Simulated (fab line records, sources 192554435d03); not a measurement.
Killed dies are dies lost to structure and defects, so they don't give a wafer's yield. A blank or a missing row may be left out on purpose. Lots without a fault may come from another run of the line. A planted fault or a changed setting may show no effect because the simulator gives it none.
Which tool did it? | flow n5_finfet | 12 lots, 36 wafers sampled, at 1 step of a route of 1938

WHAT THE GAUGES READ, wafer by wafer
N5_GATE_CUT_INSPECT_15: inspects for defects (brightfield).
lot  | measured     | on                | raw_defect_count
L075 | day 4 15:32  | defect_inspect-01 | 84 107 134
L077 | day 5 04:03  | defect_inspect-02 | 89 109 111
L079 | day 5 19:21  | defect_inspect-02 | 125 85 178
L081 | day 6 07:03  | defect_inspect-02 | 166 133 184
L083 | day 6 20:37  | defect_inspect-01 | 203 132 177
L085 | day 7 06:56  | defect_inspect-02 | 132 158 127
L087 | day 7 22:17  | defect_inspect-01 | 177 106 122
L089 | day 8 11:11  | defect_inspect-01 | 79 130 144
L091 | day 8 21:27  | defect_inspect-01 | 121 159 100
L093 | day 9 07:52  | defect_inspect-02 | 87 113 81
L095 | day 9 21:55  | defect_inspect-02 | 144 204 147
L097 | day 10 16:00 | defect_inspect-02 | 146 177 179

WHICH TOOL RAN EACH LOT (tool, then ch and the chambers of the sampled wafers, then the start)
The record holds no process step before these readings.

THE ANSWER, worked out from the rows above alone
Rule: what is usual is taken from the lots themselves. Put in order of their means at a reading, lots are off if they are a third of the lots or fewer, leave a main group of 4 or more, and stand apart from it by a gap of 3 or more times the standard deviation of the main group's means; of several such gaps the widest counts. A main group whose means are all the same, to the digits that the tables above print for the reading, isn't used. A lot without any number at a reading at which 4 lots or more have one is off too. The other lots that the step has rows for count as sound.
No lot is off at any reading shown: from this, nothing can be told.

WHAT THE SIMULATOR HAD PUT IN
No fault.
